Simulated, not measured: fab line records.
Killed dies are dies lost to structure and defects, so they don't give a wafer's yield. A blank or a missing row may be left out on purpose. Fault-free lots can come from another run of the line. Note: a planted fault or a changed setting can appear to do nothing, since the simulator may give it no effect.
Struck lot and sound lot, side by side + flow n5-finfet + 18 out of 1938 route steps
Sound: these wafers, L482.3, L482.4, L482.5. Struck: wafers L486.1, L486.4, L486.5. At the end, the cause is stated.
Order at every step that has rows: each side's tool, ch and its chambers, its first start. Under that, the readings that differ: sound wafers + struck wafers + difference of the means + sigmas: that difference in standard deviations of wafers without a fault.
alike: readings with means less than 2 such deviations apart, plus words and numbers identical on both sides. not compared: withheld readings, readings lacking a value on some wafer, bounds such as >300 that could conceal the same value, and numbers that have no deviation in the record and whose values overlap.
A row with sigmas, a row that says differs or no value, or rows on one side alone: a step with any of these is where the two part. Non-overlapping numbers with no deviation appear without sigmas and do not part them. A reading missing from all wafers of one side parts the sides only when that side holds two or more wafers.

first, 1 step without rows for these wafers: N5_SD_EPI_N_DEVELOP_08 (develop time 30 s).
N5_SD_EPI_N_CD_MEAS_09: target cd 120 nm.
  sound on cd-sem-03 ch 0, day 4 23:31; struck on cd-sem-02 ch 0, day 6 00:39
  alike: cd-nm
N5_SD_EPI_N_OVL_MEAS_10:
  sound on overlay-02 ch 0, day 4 23:33; struck on overlay-02 ch 0, day 6 00:41
| reading           | sound       | struck        | difference | sigmas |
|-------------------|-------------|---------------|------------|--------|
| SD_N_BLK_OVL (nm) | 1.3 2.2 1.8 | -1.1 0.0 -0.2 | -2.2       | -3     |
N5_SD_EPI_N_INSPECT_11: inspects for defects (macro).
  struck on defect-inspect-02, day 6 00:42; sound on defect-inspect-02, day 4 23:35
  alike: raw-defect-count
then, 2 steps without rows for these wafers: N5_SD_EPI_N_DESCUM_14 (chemistry O2, time 7.9 s); N5_SD_EPI_N_ETCH_34 (etches SiARC in CF4, target depth 45.5 nm, time 75.8 s).
N5_SD_EPI_N_ETCH_35: etches SOC in N2/H2, overetch 108 nm, time 486 s.
  sound on rie-diel-01 ch 1,2, day 4 23:42; struck on rie-diel-05 ch 0,1, day 6 01:07
  alike: drypump-motor-current-A, oes-product-au, rf-vpp-V, showerhead-plenum-p-Torr, throttle-valve-pct
  not compared: rf-hours-counter-h
then, 1 step without rows for these wafers: N5_SD_EPI_N_STRIP_36 (strips in N2/H2).
N5_SD_EPI_N_ETCHBACK_44: etches SiNx in CH3F/O2, stops on SiO2, target depth 14.5 nm.
  sound on rie-diel-01 ch 1,2, day 5 00:01; struck on rie-diel-05 ch 0,1, day 6 01:26
  alike: drypump-motor-current-A, oes-product-au, rf-vpp-V, showerhead-plenum-p-Torr, throttle-valve-pct
  not compared: rf-hours-counter-h
N5_SD_EPI_N_ETCH_45: etches SiOCN in CH3F/O2, target depth 6 nm.
  sound on rie-diel-01 ch 1,2, day 5 00:07; struck on rie-diel-05 ch 0,1, day 6 01:32
  alike: drypump-motor-current-A, oes-product-au, rf-vpp-V, showerhead-plenum-p-Torr, throttle-valve-pct
  not compared: rf-hours-counter-h
N5_SD_EPI_N_ETCH_16: etches SiO2 in CHF3/O2, target depth 5 nm.
  sound on rie-diel-01 ch 1,2, day 5 00:13; struck on rie-diel-05 ch 0,1, day 6 01:38
  alike: drypump-motor-current-A, oes-product-au, rf-vpp-V, showerhead-plenum-p-Torr, throttle-valve-pct
  not compared: rf-hours-counter-h
then, 1 step without rows for these wafers: N5_SD_EPI_N_STRIP_47 (strips in CHF3/O2).
N5_SD_EPI_N_SD_RECESS_17: chemistry HBr/Cl2/O2, target depth 41 nm, time 23.7 s, bt time 3 s.
  sound on rie-si-03 ch 0,2,3, day 5 00:18; struck on rie-si-01 ch 0,1, day 6 01:43
  no value came back on the struck wafers for any of 5 readings (HBr_flow_sccm (sccm), O2_flow_sccm (sccm) and others); on the sound wafers HBr_flow_sccm (sccm) reads 150.4 150.7 150.4
| reading                                 | sound        | struck            | difference | sigmas |
|-----------------------------------------|--------------|-------------------|------------|--------|
| model.Si_of_WELL_APT_EPI_41.thk-nm (nm) | 9.2 9.8 11.6 | 49.84 49.66 49.91 | +39.60     |        |
  not compared: rf-hours-counter-h
N5_SD_EPI_N_STRIP_38: strips in N2/H2.
  sound on plasma-asher-02 ch 0,1, day 5 00:25; struck on plasma-asher-01 ch 0,1, day 6 01:48
| reading               | sound             | struck            | difference | sigmas |
|-----------------------|-------------------|-------------------|------------|--------|
| oes-product-au (a.u.) | 0.767 0.770 0.763 | 0.781 0.810 0.789 | +0.027     | +3     |
  alike: drypump-motor-current-A, heater-power-w
  not compared: rf-hours-counter-h
then, 1 step without rows for these wafers: N5_SD_EPI_N_WET_ETCH_43 (etches SiO2 in dHF, time 14 s, target depth 1.5 nm).
N5_SD_EPI_N_STRIP_18: strips in SPM, time 750 s.
  sound on wet-bench-01 ch 0,2,6, day 5 00:29; struck on wet-bench-04 ch 4,5,6, day 6 01:54
| reading                                 | sound        | struck         | difference | sigmas |
|-----------------------------------------|--------------|----------------|------------|--------|
| model.Si_of_WELL_APT_EPI_41.thk-nm (nm) | 8.8 9.4 11.2 | 49.4 49.4 49.6 | +39.7      |        |
then, 1 step without rows for these wafers: N5_SD_EPI_N_SRD_20 (time 30 s).
N5_PASSIVATION_PROBE_49:
  sound wafers here have rows in the record (prober-02, day 17 23:56); struck ones have none

WHERE THEY PART
Earliest at N5_SD_EPI_N_OVL_MEAS_10; latest, in this record, at N5_PASSIVATION_PROBE_49.

WHY: what had been put in by the simulator
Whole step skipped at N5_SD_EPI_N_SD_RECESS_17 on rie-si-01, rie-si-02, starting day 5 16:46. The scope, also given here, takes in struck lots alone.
